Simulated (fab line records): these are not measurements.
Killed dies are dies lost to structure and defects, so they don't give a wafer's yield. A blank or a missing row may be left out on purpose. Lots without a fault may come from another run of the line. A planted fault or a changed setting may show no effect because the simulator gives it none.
A lot that was struck, set against a sound lot	flow nand harc	15 steps out of a route of 1302
Sound: these wafers, L778.1, L778.3, L778.6. Struck: wafers L780.2, L780.4, L780.6. The cause is given at the end.
For every step that has rows: the tool of each side, followed by ch and its chambers, followed by its first start. Under that, the readings that differ: sound wafers	struck wafers	difference of the means	sigmas: that difference in standard deviations of wafers without a fault.
alike: readings with means less than 2 such deviations apart, plus words and numbers identical on both sides. not compared: withheld readings, readings lacking a value on some wafer, bounds such as >300 that could conceal the same value, and numbers that have no deviation in the record and whose values overlap.
The two part at a step that has a row with sigmas, a row that says differs or no value, or rows on one side only. Numbers that have no deviation but don't overlap get no sigmas and don't part them. A reading that every wafer of one side lacks parts them only if that side has two wafers or more.

NHARC_A_CONTACT_INSPECT_10:
  sound: defect inspect-01 at day 24 01:07; struck: defect inspect-01 at day 25 11:05
  alike: raw defect count
NHARC_A_CONTACT_DESCUM_13: chemistry O2, time 3 s.
  sound on rie diel-10 ch 0,1, day 24 01:11; struck on rie diel-10 ch 2,3, day 25 11:08
  alike: drypump motor current A, oes product au, rf vpp V, showerhead plenum p Torr, throttle valve pct
  not compared: rf hours counter h
then, 2 steps without rows for these wafers: NHARC_A_CONTACT_ETCH_88 (etches the open film in CF4, target depth 39 nm, time 65 s); NHARC_A_CONTACT_ETCH_89 (etches the open film in N2/H2, target depth 260 nm, time 475.3 s).
NHARC_A_CONTACT_ETCH_30: etches the open film in CF4/CHF3, target depth 72.6 nm, time 36.3 s.
  sound: rie diel-10 ch 1,3; struck: rie diel-10 ch 0,2,3
  alike: drypump motor current A, oes product au, rf vpp V, run length s, showerhead plenum p Torr, throttle valve pct
  not compared: rf hours counter h
NHARC_A_CONTACT_ETCH_31: etches the open film in O2/COS, target depth 2800 nm, time 728 s.
  sound: rie diel-10 ch 2,3; struck: rie diel-10 ch 0,1,2
  alike: drypump motor current A, oes product au, rf vpp V, run length s, showerhead plenum p Torr, throttle valve pct
  not compared: rf hours counter h
then, 3 steps without rows for these wafers: NHARC_A_CONTACT_ETCH_134 (etches the open film in C4F8/O2/Ar, time 140 s, target depth 700 nm); NHARC_A_CONTACT_ETCH_135 (etches the open film in C4F8/O2/Ar, time 311 s, target depth 1912 nm); NHARC_A_CONTACT_ETCH_136 (etches the open film in C4F8/O2/Ar, time 311 s, target depth 1912 nm).
NHARC_A_CONTACT_ETCH_137: etches the open film in C4F8/O2/Ar, time 311 s, target depth 1912 nm.
  sound on har cap etch-03 ch 0,1, day 24 03:06; struck on har cap etch-01 ch 0,1, day 25 13:15
  alike: run length s
  not compared: rf hours counter h
then, 1 step without rows for these wafers: NHARC_A_CONTACT_ETCH_138 (etches the open film in C4F8/O2/Ar, time 311 s, target depth 1914 nm).
NHARC_A_CONTACT_ETCH_139: etches the open film in C4F8/O2/Ar, time 195 s, target depth 840 nm.
  sound on har cap etch-03 ch 0,1, day 24 03:39; struck on har cap etch-01 ch 0,1, day 25 13:59
  alike: run length s
  not compared: rf hours counter h
NHARC_A_CONTACT_ETCH_92: etches the open film in CH3F/O2, target depth 40 nm, time 85.7 s.
  sound on rie diel-01 ch 1,3, day 24 04:10; struck on rie diel-10 ch 0,1, day 25 14:38
reading	sound	struck	difference	sigmas
drypump motor current A (A)	6.5 6.5 6.5	5.6 5.6 5.6	-0.9	-3
run length s (s)	107.2 106.7 107.3	73.0 71.9 72.2	-34.7	-83
  alike: oes product au, rf vpp V, showerhead plenum p Torr, throttle valve pct
  not compared: rf hours counter h
then, 1 step without rows for these wafers: NHARC_A_CONTACT_ETCH_98 (etches the open film in C4F6/O2, target depth 20 nm, time 10 s).
NHARC_END_SORT_01:
  the record has rows for the sound wafers here (prober-01 ch 0, day 26 02:32) and none for the struck ones

WHERE THEY PART
At NHARC_A_CONTACT_ETCH_92 first; at NHARC_END_SORT_01 last (within this record only).

WHY: whatever the simulator had introduced
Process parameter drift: rie diel-10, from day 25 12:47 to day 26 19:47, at NHARC_A_CONTACT_ETCH_92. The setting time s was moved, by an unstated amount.
